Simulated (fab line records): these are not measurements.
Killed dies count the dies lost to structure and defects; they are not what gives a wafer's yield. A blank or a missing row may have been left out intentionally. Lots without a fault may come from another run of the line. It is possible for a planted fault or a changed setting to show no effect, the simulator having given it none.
Chamber matching | flow n5Finfet | 4 sister chambers for N5_FIN_SAQP_ETCH_51 on rieDiel-02
The step etches SiARC in CF4, target depth 45.5 nm, time 75.8 s. 36 wafers are shown with their chamber, then 12 later ones without.

== WAFERS PAIRED WITH THEIR CHAMBERS ==
wafer  | chamber | showerheadPlenumPTorr (Torr) | drypumpMotorCurrentA (A) | throttleValvePct (%)
L078.2 | 2       | 2.22                         | 5.9                      | 15.73
L078.4 | 2       | 2.22                         | 5.9                      | 15.73
L078.5 | 0       | 2.06                         | 5.7                      | 15.59
L079.3 | 0       | 2.05                         | 5.6                      | 15.59
L079.4 | 1       | 2.20                         | 5.0                      | 15.72
L079.6 | 0       | 2.05                         | 5.7                      | 15.58
L083.1 | 0       | 2.05                         | 5.7                      | 15.60
L083.2 | 2       | 2.22                         | 5.9                      | 15.75
L083.3 | 1       | 2.20                         | 5.0                      | 15.27
L083.4 | 3       | 2.20                         | 5.4                      | 15.46
L083.5 | 0       | 2.05                         | 5.7                      | 15.60
L083.6 | 3       | 2.20                         | 5.4                      | 15.46
L084.1 | 2       | 2.22                         | 5.9                      | 15.76
L084.5 | 0       | 2.05                         | 5.7                      | 15.61
L084.6 | 3       | 2.20                         | 5.4                      | 15.48
L086.1 | 1       | 2.20                         | 5.0                      | 15.26
L086.2 | 3       | 2.20                         | 5.4                      | 15.47
L086.4 | 2       | 2.22                         | 5.9                      | 15.75
L087.1 | 0       | 2.05                         | 5.7                      | 15.61
L087.2 | 1       | 2.20                         | 5.0                      | 15.28
L087.6 | 3       | 2.20                         | 5.4                      | 15.49
L091.1 | 3       | 2.20                         | 5.4                      | 15.51
L091.2 | 1       | 2.20                         | 4.9                      | 15.30
L091.3 | 2       | 2.22                         | 5.9                      | 15.78
L091.4 | 0       | 2.05                         | 5.7                      | 15.63
L091.5 | 1       | 2.20                         | 4.9                      | 15.30
L091.6 | 2       | 2.22                         | 5.9                      | 15.78
L092.1 | 3       | 2.20                         | 5.4                      | 15.51
L092.2 | 1       | 2.20                         | 5.0                      | 15.31
L092.3 | 0       | 2.05                         | 5.7                      | 15.62
L092.4 | 2       | 2.22                         | 5.9                      | 15.79
L092.5 | 3       | 2.20                         | 5.4                      | 15.52
L092.6 | 2       | 2.22                         | 5.9                      | 15.80
L093.1 | 0       | 2.05                         | 5.6                      | 15.62
L093.2 | 1       | 2.20                         | 5.0                      | 15.32
L093.3 | 3       | 2.20                         | 5.4                      | 15.51

SIGNATURES (averages over the wafers above)
reading               | chamber 0 | chamber 1 | chamber 2 | chamber 3 | scatter within a chamber
showerheadPlenumPTorr | 2.0510    | 2.2000    | 2.2200    | 2.2000    | 0.00168
drypumpMotorCurrentA  | 5.680     | 4.975     | 5.900     | 5.400     | 0.0311
throttleValvePct      | 15.6050   | 15.3450   | 15.7633   | 15.4900   | 0.074
Rule: for each reading, subtract the chamber's mean from the wafer's reading, divide by that reading's scatter and square the result; add these up over the readings and take the root, which gives the wafer's distance from the chamber. If the next closest chamber is less than 2 further off than the closest, the wafer can't be placed; otherwise it belongs to the closest. The scatter: the root of (the sum of the squares of (reading less its chamber's mean) over the shown wafers, divided by (wafers less chambers)).

== WAFERS MISSING THEIR CHAMBER ==
wafer  | showerheadPlenumPTorr (Torr) | drypumpMotorCurrentA (A) | throttleValvePct (%)
L093.4 | 2.22                         | 5.9                      | 15.79
L093.5 | 2.20                         | 5.0                      | 15.29
L093.6 | 2.05                         | 5.6                      | 15.64
L094.4 | 2.05                         | 5.7                      | 15.64
L094.5 | 2.05                         | 5.6                      | 15.64
L094.6 | 2.19                         | 5.3                      | 15.49
L095.2 | 2.21                         | 5.9                      | 15.79
L095.4 | 2.19                         | 5.0                      | 15.32
L095.5 | 2.21                         | 5.9                      | 15.79
L096.1 | 2.21                         | 5.9                      | 15.80
L096.2 | 2.19                         | 5.4                      | 15.50
L096.4 | 2.19                         | 5.0                      | 15.33

== WHICH CHAMBER EACH WENT THROUGH ==
wafer  | from the rows above | in truth
L093.4 | 2                   | 2
L093.5 | 1                   | 1
L093.6 | 0                   | 0
L094.4 | 0                   | 0
L094.5 | 0                   | 0
L094.6 | 3                   | 3
L095.2 | 2                   | 2
L095.4 | 1                   | 1
L095.5 | 2                   | 2
L096.1 | 2                   | 2
L096.2 | 3                   | 3
L096.4 | 1                   | 1
Placed correctly: 12 of 12. Left unplaced by these rows: 0. Number placed wrongly: 0.
